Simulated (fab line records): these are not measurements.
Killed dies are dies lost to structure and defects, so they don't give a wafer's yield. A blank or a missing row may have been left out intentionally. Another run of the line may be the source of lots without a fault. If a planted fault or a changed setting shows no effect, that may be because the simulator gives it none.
Matching of chambers :: flow n5Finfet :: N5_BEOL_M6_CMP_52 on cmp-01: 4 sister chambers
The step polishes, stops on SiCOH lowk, t overpolish 6.9 s, target thk 80 nm. 24 wafers are shown with their chamber, then 12 later ones without.

## EACH WAFER AND ITS CHAMBER
wafer: L075.1
chamber: 1
motorCurrentA (A): 6.7
overpolishRunS (s): 6.884
timeToEndpointS (s): 61

wafer: L075.2
chamber: 0
motorCurrentA (A): 5.6
overpolishRunS (s): 6.898
timeToEndpointS (s): 65

wafer: L075.6
chamber: 3
motorCurrentA (A): 6.1
overpolishRunS (s): 6.868
timeToEndpointS (s): 61

wafer: L077.1
chamber: 3
motorCurrentA (A): 5.9
overpolishRunS (s): 6.898
timeToEndpointS (s): 64

wafer: L077.4
chamber: 2
motorCurrentA (A): 6.3
overpolishRunS (s): 6.908
timeToEndpointS (s): 64

wafer: L077.6
chamber: 0
motorCurrentA (A): 6.0
overpolishRunS (s): 6.887
timeToEndpointS (s): 63

wafer: L078.2
chamber: 0
motorCurrentA (A): 6.2
overpolishRunS (s): 6.890
timeToEndpointS (s): 62

wafer: L078.4
chamber: 3
motorCurrentA (A): 5.8
overpolishRunS (s): 6.889
timeToEndpointS (s): 60

wafer: L078.5
chamber: 3
motorCurrentA (A): 6.1
overpolishRunS (s): 6.900
timeToEndpointS (s): 60

wafer: L081.1
chamber: 3
motorCurrentA (A): 5.7
overpolishRunS (s): 6.896
timeToEndpointS (s): 61

wafer: L081.2
chamber: 1
motorCurrentA (A): 6.7
overpolishRunS (s): 6.904
timeToEndpointS (s): 57

wafer: L081.6
chamber: 2
motorCurrentA (A): 5.9
overpolishRunS (s): 6.916
timeToEndpointS (s): 59

wafer: L082.1
chamber: 1
motorCurrentA (A): 6.8
overpolishRunS (s): 6.903
timeToEndpointS (s): 60

wafer: L082.3
chamber: 0
motorCurrentA (A): 6.2
overpolishRunS (s): 6.896
timeToEndpointS (s): 61

wafer: L082.4
chamber: 2
motorCurrentA (A): 6.1
overpolishRunS (s): 6.918
timeToEndpointS (s): 56

wafer: L084.3
chamber: 3
motorCurrentA (A): 6.2
overpolishRunS (s): 6.897
timeToEndpointS (s): 60

wafer: L084.5
chamber: 1
motorCurrentA (A): 6.8
overpolishRunS (s): 6.906
timeToEndpointS (s): 58

wafer: L084.6
chamber: 0
motorCurrentA (A): 6.4
overpolishRunS (s): 6.879
timeToEndpointS (s): 63

wafer: L083.1
chamber: 2
motorCurrentA (A): 6.0
overpolishRunS (s): 6.894
timeToEndpointS (s): 58

wafer: L083.2
chamber: 3
motorCurrentA (A): 6.3
overpolishRunS (s): 6.904
timeToEndpointS (s): 61

wafer: L083.4
chamber: 1
motorCurrentA (A): 6.9
overpolishRunS (s): 6.896
timeToEndpointS (s): 60

wafer: L086.1
chamber: 1
motorCurrentA (A): 6.5
overpolishRunS (s): 6.914
timeToEndpointS (s): 64

wafer: L086.2
chamber: 3
motorCurrentA (A): 6.2
overpolishRunS (s): 6.894
timeToEndpointS (s): 61

wafer: L086.3
chamber: 0
motorCurrentA (A): 5.7
overpolishRunS (s): 6.903
timeToEndpointS (s): 61

SIGNATURES, as means of the wafers listed above
reading: motorCurrentA
chamber 0: 6.017
chamber 1: 6.733
chamber 2: 6.075
chamber 3: 6.037
scatter within a chamber: 0.222

reading: overpolishRunS
chamber 0: 6.89217
chamber 1: 6.90117
chamber 2: 6.90900
chamber 3: 6.89325
scatter within a chamber: 0.0103

reading: timeToEndpointS
chamber 0: 62.50
chamber 1: 60.00
chamber 2: 59.25
chamber 3: 61.00
scatter within a chamber: 2.1
Rule: for each reading, subtract the chamber's mean from the wafer's reading, divide by that reading's scatter and square the result; add these up over the readings and take the root, which gives the wafer's distance from the chamber. If the next closest chamber is less than 2 further off than the closest, the wafer can't be placed; otherwise it belongs to the closest. The scatter is the square root of a quotient: the sum, over the shown wafers, of each reading's squared deviation from its chamber's mean, divided by wafers minus chambers.

## WAFERS WITH NO CHAMBER GIVEN
wafer: L088.2
motorCurrentA (A): 6.4
overpolishRunS (s): 6.908
timeToEndpointS (s): 61

wafer: L088.3
motorCurrentA (A): 5.8
overpolishRunS (s): 6.900
timeToEndpointS (s): 63

wafer: L088.6
motorCurrentA (A): 6.1
overpolishRunS (s): 6.884
timeToEndpointS (s): 63

wafer: L093.1
motorCurrentA (A): 6.3
overpolishRunS (s): 6.909
timeToEndpointS (s): 62

wafer: L093.2
motorCurrentA (A): 6.6
overpolishRunS (s): 6.902
timeToEndpointS (s): 61

wafer: L093.3
motorCurrentA (A): 6.0
overpolishRunS (s): 6.918
timeToEndpointS (s): 61

wafer: L096.1
motorCurrentA (A): 6.5
overpolishRunS (s): 6.883
timeToEndpointS (s): 60

wafer: L096.2
motorCurrentA (A): 5.9
overpolishRunS (s): 6.909
timeToEndpointS (s): 62

wafer: L096.6
motorCurrentA (A): 6.2
overpolishRunS (s): 6.904
timeToEndpointS (s): 56

wafer: L097.1
motorCurrentA (A): 6.2
overpolishRunS (s): 6.889
timeToEndpointS (s): 56

wafer: L097.3
motorCurrentA (A): 6.1
overpolishRunS (s): 6.910
timeToEndpointS (s): 61

wafer: L097.6
motorCurrentA (A): 6.1
overpolishRunS (s): 6.887
timeToEndpointS (s): 61

## CHAMBER TAKEN BY EACH
wafer: L088.2
from the rows above: can't be placed: 2 or 1 or 3 or 0
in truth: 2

wafer: L088.3
from the rows above: can't be placed: 0 or 3 or 2
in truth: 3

wafer: L088.6
from the rows above: can't be placed: 0 or 3
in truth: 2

wafer: L093.1
from the rows above: can't be placed: 2 or 3 or 0 or 1
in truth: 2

wafer: L093.2
from the rows above: can't be placed: 1 or 2 or 3
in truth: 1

wafer: L093.3
from the rows above: can't be placed: 2 or 3 or 0
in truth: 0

wafer: L096.1
from the rows above: can't be placed: 1 or 3 or 0 or 2
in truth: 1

wafer: L096.2
from the rows above: can't be placed: 2 or 3 or 0
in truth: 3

wafer: L096.6
from the rows above: can't be placed: 2 or 3 or 1 or 0
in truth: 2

wafer: L097.1
from the rows above: can't be placed: 3 or 2 or 0 or 1
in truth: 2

wafer: L097.3
from the rows above: can't be placed: 2 or 3 or 0
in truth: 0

wafer: L097.6
from the rows above: can't be placed: 3 or 0 or 2
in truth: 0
0 of 12 placed correctly. Can't be placed from these rows: 12 (the true chamber is among the candidates in 11). Number placed wrongly: 0.
